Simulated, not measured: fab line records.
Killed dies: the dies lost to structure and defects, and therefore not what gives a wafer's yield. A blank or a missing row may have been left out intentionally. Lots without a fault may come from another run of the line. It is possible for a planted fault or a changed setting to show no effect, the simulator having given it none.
Matching of chambers + flow n5 finfet + N5_MIM_TOP_LITHO_DESCUM_10 on rie diel-01 has 4 sister chambers
The step chemistry O2, time 7.9 s. 14 wafers are shown with their chamber, then 7 later ones without.

## WAFERS, EACH WITH ITS CHAMBER
| wafer  | chamber | throttle valve pct (%) | showerhead plenum p Torr (Torr) | drypump motor current A (A) |
|--------|---------|------------------------|---------------------------------|-----------------------------|
| L293.1 | 3       | 20.91                  | 2.20                            | 6.2                         |
| L293.2 | 0       | 20.26                  | 2.13                            | 5.9                         |
| L293.4 | 1       | 20.72                  | 2.01                            | 6.1                         |
| L296.1 | 2       | 20.10                  | 2.22                            | 5.6                         |
| L296.4 | 1       | 20.73                  | 2.01                            | 6.0                         |
| L296.6 | 0       | 20.27                  | 2.13                            | 6.0                         |
| L294.4 | 1       | 20.74                  | 2.00                            | 6.1                         |
| L294.5 | 2       | 20.10                  | 2.22                            | 5.6                         |
| L294.6 | 0       | 20.25                  | 2.13                            | 5.9                         |
| L297.4 | 3       | 20.91                  | 2.20                            | 6.2                         |
| L297.5 | 2       | 20.09                  | 2.22                            | 5.6                         |
| L297.6 | 3       | 20.94                  | 2.20                            | 6.2                         |
| L312.1 | 3       | 20.98                  | 2.18                            | 6.2                         |
| L312.2 | 2       | 20.17                  | 2.20                            | 5.6                         |

SIGNATURES (averages over the wafers above)
| reading                  | chamber 0 | chamber 1 | chamber 2 | chamber 3 | scatter within a chamber |
|--------------------------|-----------|-----------|-----------|-----------|--------------------------|
| throttle valve pct       | 20.2600   | 20.7300   | 20.1150   | 20.9350   | 0.0279                   |
| showerhead plenum p Torr | 2.1300    | 2.0067    | 2.2150    | 2.1950    | 0.00816                  |
| drypump motor current A  | 5.933     | 6.067     | 5.600     | 6.200     | 0.0365                   |
Rule: a wafer lies at a distance from a chamber equal to the root of the sum of squares, over the readings, of (its reading less the chamber's mean, divided by the reading's scatter). The wafer belongs to the nearest chamber; if the next one is less than 2 further off, it can't be placed. The scatter: the root of (the sum of the squares of (reading less its chamber's mean) over the shown wafers, divided by (wafers less chambers)).

## WAFERS WITH NO CHAMBER GIVEN
| wafer  | throttle valve pct (%) | showerhead plenum p Torr (Torr) | drypump motor current A (A) |
|--------|------------------------|---------------------------------|-----------------------------|
| L312.3 | 20.32                  | 2.12                            | 5.9                         |
| L313.2 | 20.16                  | 2.20                            | 5.6                         |
| L313.3 | 20.80                  | 1.99                            | 6.0                         |
| L313.6 | 21.00                  | 2.18                            | 6.2                         |
| L314.1 | 20.34                  | 2.12                            | 5.9                         |
| L314.3 | 20.17                  | 2.20                            | 5.6                         |
| L314.5 | 20.31                  | 2.12                            | 5.9                         |

## WHICH CHAMBER EACH ONE RAN IN
| wafer  | from the rows above | in truth |
|--------|---------------------|----------|
| L312.3 | 0                   | 0        |
| L313.2 | 2                   | 2        |
| L313.3 | 1                   | 1        |
| L313.6 | 3                   | 3        |
| L314.1 | 0                   | 0        |
| L314.3 | 2                   | 2        |
| L314.5 | 0                   | 0        |
Correct placement for 7 of the 7. Number that these rows cannot place: 0. Wrongly placed: 0.
